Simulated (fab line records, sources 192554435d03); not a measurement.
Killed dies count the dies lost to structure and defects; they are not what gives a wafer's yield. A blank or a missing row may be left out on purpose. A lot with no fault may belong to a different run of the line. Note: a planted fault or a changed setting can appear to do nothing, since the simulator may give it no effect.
Which of the tools did it? :: flow n5 finfet :: Sampling: 7 lots, 21 wafers, 2 of 1938 route steps

## WHAT THE GAUGES READ, wafer by wafer
N5_PASSIVATION_OVL_MEAS_66.
lot: L449
measured: day 12 08:49
on: overlay-01
PASS_OPEN_OVL (nm): 9 13 1

lot: L452
measured: day 12 22:02
on: overlay-01
PASS_OPEN_OVL (nm): 2 4 5

lot: L461
measured: day 15 15:43
on: overlay-01
PASS_OPEN_OVL (nm): 5 5 11

lot: L457
measured: day 15 16:50
on: overlay-01
PASS_OPEN_OVL (nm): -13 8 -5

lot: L456
measured: day 15 21:31
on: overlay-02
PASS_OPEN_OVL (nm): -1 9 -1

lot: L464
measured: day 17 11:49
on: overlay-01
PASS_OPEN_OVL (nm): 0 2 5

lot: L470
measured: day 18 01:22
on: overlay-01
PASS_OPEN_OVL (nm): -1 9 1

## TOOL THAT RAN EACH LOT (tool first, then ch and the chambers of the sampled wafers, then the start)
lot: L449
N5_BEOL_M8_PRE_CLEAN_45: pvd sputter-02, day 9 18:51

lot: L452
N5_BEOL_M8_PRE_CLEAN_45: pvd sputter-03, day 10 03:16

lot: L461
N5_BEOL_M8_PRE_CLEAN_45: pvd sputter-02, day 12 20:16

lot: L457
N5_BEOL_M8_PRE_CLEAN_45: pvd sputter-02, day 12 20:36

lot: L456
N5_BEOL_M8_PRE_CLEAN_45: pvd sputter-03, day 12 23:12

lot: L464
N5_BEOL_M8_PRE_CLEAN_45: pvd sputter-02, day 14 12:43

lot: L470
N5_BEOL_M8_PRE_CLEAN_45: pvd sputter-03, day 15 08:50
- N5_BEOL_M8_PRE_CLEAN_45: time 30 s.

## THE ANSWER, worked out from the rows above alone
Rule: the usual values come from the lots themselves. The widest of any qualifying gaps counts: lots, ordered by their means at a reading, are off when they make up no more than a third of the lots, leave a main group of 4 or more, and stand apart from it by 3 or more times the standard deviation of that group's means. A main group whose means are all the same, to the digits that the tables above print for the reading, isn't used. A lot without any number at a reading at which 4 lots or more have one is off too. Any other lot the step has rows for is counted as sound.
No lot is off on any of the readings shown, so nothing can be concluded from this.

## WHAT THE SIMULATOR PUT IN
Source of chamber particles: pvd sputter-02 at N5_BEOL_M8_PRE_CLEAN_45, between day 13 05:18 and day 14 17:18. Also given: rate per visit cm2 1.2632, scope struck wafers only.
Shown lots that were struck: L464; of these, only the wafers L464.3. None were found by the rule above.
